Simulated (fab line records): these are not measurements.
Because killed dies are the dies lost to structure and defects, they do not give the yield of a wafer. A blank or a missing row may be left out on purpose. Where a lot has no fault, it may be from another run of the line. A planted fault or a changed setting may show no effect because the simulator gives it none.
Lot-split experiment | flow n5_finfet | route with 1938 steps; 7 lots, 21 wafers read

## THE SPLIT ITSELF
At N5_BEOL_M3_COAT_22 (resist thk 30 nm), the setting spin_rpm was moved away from the recipe's 1500 rpm on 3 of the 21 wafers read, by -7.6% to +5.6%. The other wafers ran this setting at the recipe's value.

## FROM THE SPLIT TO THE READING: what the file shows between them, 4 steps
- N5_BEOL_M3_EBR_24
- N5_BEOL_M3_SOFTBAKE_23: time 60 s
- N5_BEOL_M3_EXPOSE_25: exposes mask V2, defocus 5 nm
- N5_BEOL_M3_PEB_26: peb time 60 s

## THE READING
CAR-EUV_of_BEOL_M3_COAT_22.thk_nm (the simulator's own value, which no gauge read), in nm, at N5_BEOL_M3_DEVELOP_27 (develop time 30 s). There is no usual value for it anywhere in the file. Average 29.6 nm, standard deviation 0.081 nm, over the 18 wafers here run with the recipe.

wafer  | tool, chamber at the split | spin_rpm as run, rpm | against the recipe | CAR-EUV_of_BEOL_M3_COAT_22.thk_nm, nm | against lot-mates on the recipe
L079.1 | litho_track-05, 0          | 1500                 | recipe             | 29.6                                  | -
L079.2 | litho_track-05, 0          | 1500                 | recipe             | 29.6                                  | -
L079.5 | litho_track-05, 0          | 1500                 | recipe             | 29.6                                  | -
L080.1 | litho_track-03, 0          | 1500                 | recipe             | 29.6                                  | -
L080.5 | litho_track-03, 0          | 1500                 | recipe             | 29.6                                  | -
L080.3 | litho_track-03, 0          | 1500                 | recipe             | 29.8                                  | -
L084.2 | litho_track-05, 0          | 1500                 | recipe             | 29.6                                  | -
L084.3 | litho_track-05, 0          | 1500                 | recipe             | 29.4                                  | -
L084.4 | litho_track-05, 0          | 1584                 | +5.6%              | 28.6                                  | -0.9
L088.1 | litho_track-03, 0          | 1500                 | recipe             | 29.6                                  | -
L088.3 | litho_track-03, 0          | 1500                 | recipe             | 29.6                                  | -
L088.4 | litho_track-03, 0          | 1500                 | recipe             | 29.6                                  | -
L089.2 | litho_track-04, 0          | 1500                 | recipe             | 29.6                                  | -
L089.3 | litho_track-04, 0          | 1500                 | recipe             | 29.6                                  | -
L089.6 | litho_track-04, 0          | 1500                 | recipe             | 29.6                                  | -
L091.3 | litho_track-04, 0          | 1386                 | -7.6%              | 30.8                                  | +1.2
L091.4 | litho_track-04, 0          | 1386                 | -7.6%              | 30.8                                  | +1.2
L091.6 | litho_track-04, 0          | 1500                 | recipe             | 29.6                                  | -
L096.1 | litho_track-04, 0          | 1500                 | recipe             | 29.6                                  | -
L096.3 | litho_track-04, 0          | 1500                 | recipe             | 29.6                                  | -
L096.4 | litho_track-04, 0          | 1500                 | recipe             | 29.8                                  | -

FIT RESULTS
A straight line over all 21 wafers: CAR-EUV_of_BEOL_M3_COAT_22.thk_nm changes by -0.162 nm for each +1% of spin_rpm; r = -0.98; the points scatter about the line by 0.083 nm.
The same after taking each lot's own level away (the mean of its wafers on the recipe; 21 wafers): -0.159 nm for each +1%; r = -0.99; scatter 0.062 nm.
Per that fit: largest spin_rpm move, reading shift of 1.2 nm.
Measured against the standard deviation above, the lots' own levels, which go from 29.50 to 29.67 nm, span 2.1 times it.
Consequently the slope shifts little with the lot-to-lot level, the two slopes agreeing.
Check: +1.21 nm against its lot-mates is what the line predicts for one of the wafers moved furthest among these (-7.6%) when that wafer is left out of the fit. Against them it came out at +1.2 nm.

## FURTHER SPLITS ON THESE WAFERS
Other splits were also applied to these wafers ahead of the reading. Each is held against what the fit with the lots' levels taken away leaves over:
other split on the same wafers | wafers away from the commonest value | r with CAR-EUV_of_BEOL_M3_COAT_22.thk_nm (lot level and that fit taken away)
N5_BEOL_M2_EXPOSE_08 dose_mj   | 6                                    | +0.12
N5_BEOL_M3_COAT_67 spin_rpm    | 3                                    | -0.28

## THE WHOLE CHAIN: every reading that the file lists as answering this split, in the file's order
step                  | what it does      | reading                                                                            | change (the file's fit)               | r (the file's)
N5_BEOL_M3_COAT_22    | resist thk 30 nm  | CAR-EUV_of_BEOL_M3_COAT_22.thk_nm (the simulator's own value, which no gauge read) | -0.174 nm for each +1% of the setting | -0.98
N5_BEOL_M3_DEVELOP_27 | develop time 30 s | CAR-EUV_of_BEOL_M3_COAT_22.thk_nm (the simulator's own value, which no gauge read) | -0.159 nm for each +1% of the setting | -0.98

## THE FILE'S OWN FIT
CAR-EUV_of_BEOL_M3_COAT_22.thk_nm changes by -0.159 nm for each +1% of spin_rpm, r = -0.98.
